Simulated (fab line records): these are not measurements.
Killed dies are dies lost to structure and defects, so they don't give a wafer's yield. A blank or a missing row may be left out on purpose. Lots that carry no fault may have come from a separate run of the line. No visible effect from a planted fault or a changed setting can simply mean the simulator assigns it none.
Struck lot and sound lot, side by side -- flow nand_harc -- 15 out of 1159 route steps
Sound: wafers L476.2, L476.3, L476.5. Wafers L478.1, L478.2, L478.3 were the ones struck. Last of all comes the cause.
Each step with rows lists, per side, the tool, then ch with its chambers, then its first start. Under that, the readings that differ: sound wafers -- struck wafers -- difference of the means -- sigmas: that difference in standard deviations of wafers without a fault.
alike: readings whose means differ by less than 2 such deviations, and words and numbers that are the same on both sides. not compared: withheld readings, readings that some wafer has no value for, bounds like >300 that may hide the same value, and numbers for which the record gives no deviation and whose values overlap.
Wherever a step has rows on one side only, a row that says differs or no value, or a row with sigmas, the two part there. Non-overlapping numbers with no deviation appear without sigmas and do not part them. A reading that every wafer of one side lacks parts them only if that side has two wafers or more.

first, 2 steps without rows for these wafers: NHARC_A_CONTACT_PEB_67 (peb time 65 s); NHARC_A_CONTACT_DEVELOP_68 (develop time 35 s).
NHARC_A_CONTACT_CD_MEAS_69: target cd 200 nm.
  sound on cd_sem-01 ch 0, day 16 19:28; struck on cd_sem-01 ch 0, day 17 06:38
  alike: cd_nm
NHARC_A_CONTACT_OVL_MEAS_70:
  struck on overlay-02, day 17 06:44; sound on overlay-01, day 16 19:34
  alike: overlay_x_nm, overlay_y_nm
NHARC_A_CONTACT_INSPECT_71:
  struck on defect_inspect-02, day 17 06:46; sound on defect_inspect-02, day 16 19:35
  alike: raw_defect_count
NHARC_A_CONTACT_DESCUM_74: chemistry O2, time 3 s.
  sound on rie_diel-02 ch 0,3, day 16 19:39; struck on rie_diel-04 ch 0,1,3, day 17 06:50
  alike: drypump_motor_current_A, oes_product_au, rf_vpp_V, showerhead_plenum_p_Torr, throttle_valve_pct
  not compared: rf_hours_counter_h
NHARC_A_CONTACT_ETCH_75: etches the open film in CF4, target depth 39 nm, time 65 s.
  sound on rie_diel-02 ch 0,2,3, day 16 19:44; struck on rie_diel-04 ch 0,2,3, day 17 06:55
  alike: bias_w, cf4_flow_sccm, drypump_motor_current_A, oes_product_au, rf_vpp_V, showerhead_plenum_p_Torr, throttle_valve_pct
  not compared: rf_hours_counter_h
then, 1 step without rows for these wafers: NHARC_A_CONTACT_ETCH_76 (etches the open film in N2/H2, target depth 260 nm, time 475.3 s).
NHARC_A_CONTACT_ETCH_77: etches the open film in CF4/CHF3, target depth 72.6 nm, time 36.3 s.
  sound on rie_diel-02 ch 1,2,3; struck on rie_diel-04 ch 0,1,2
  alike: bias_w, cf4_flow_sccm, drypump_motor_current_A, oes_product_au, rf_vpp_V, showerhead_plenum_p_Torr, throttle_valve_pct
  not compared: rf_hours_counter_h
NHARC_A_CONTACT_ETCH_78: etches the open film in O2/COS, target depth 2800 nm, time 728 s.
  sound on rie_diel-02 ch 1,3; struck on rie_diel-04 ch 0,2,3
  alike: bias_w, chamber_pressure_mTorr, drypump_motor_current_A, oes_product_au, rf_vpp_V, showerhead_plenum_p_Torr, throttle_valve_pct
  not compared: rf_hours_counter_h
NHARC_A_CONTACT_ETCH_124: etches the open film in C4F8/O2/Ar, time 140 s, target depth 700 nm.
  sound on har_cap_etch-03 ch 0,1, day 16 20:47; struck on har_cap_etch-01 ch 0,1, day 17 08:01
  alike: chamber_pressure_mTorr, oes_air_line_au
  not compared: rf_hours_counter_h
then, 1 step without rows for these wafers: NHARC_A_CONTACT_ETCH_125 (etches the open film in C4F8/O2/Ar, time 155 s, target depth 956 nm).
NHARC_A_CONTACT_ETCH_126: etches the open film in C4F8/O2/Ar, time 155 s, target depth 956 nm.
  sound on har_cap_etch-03 ch 0,1, day 16 21:08; struck on har_cap_etch-01 ch 0,1, day 17 08:21
  no value came back on the struck wafers for chamber_pressure_mTorr (mTorr), oes_air_line_au (a.u.); on the sound wafers chamber_pressure_mTorr (mTorr) reads 19.999 19.995 20.013
  not compared: rf_hours_counter_h
then, 1 step without rows for these wafers: NHARC_A_CONTACT_ETCH_127 (etches the open film in C4F8/O2/Ar, time 155 s, target depth 956 nm).
-- jump in the record: it breaks off in module A_CONTACT and resumes in module END (first step shown: number 1159 of the route), and 3 days separate the struck wafers' starts before and after --
NHARC_END_SORT_01:
  sound on prober-01 ch 0, day 19 17:28; struck on prober-01 ch 0, day 20 00:27
reading,sound,struck,difference,sigmas
killed_at_array,16 30 24,664 670 665,+643,+58
killed_at_periphery,2 2 5,12 6 11,+7,+2
killed_dies,21 35 29,677 677 677,+649,+59
  alike: killed_at_other, killed_open, killed_short

WHERE THEY PART
At NHARC_A_CONTACT_ETCH_126 first; at NHARC_END_SORT_01 last (within this record only).

WHY: whatever the simulator had introduced
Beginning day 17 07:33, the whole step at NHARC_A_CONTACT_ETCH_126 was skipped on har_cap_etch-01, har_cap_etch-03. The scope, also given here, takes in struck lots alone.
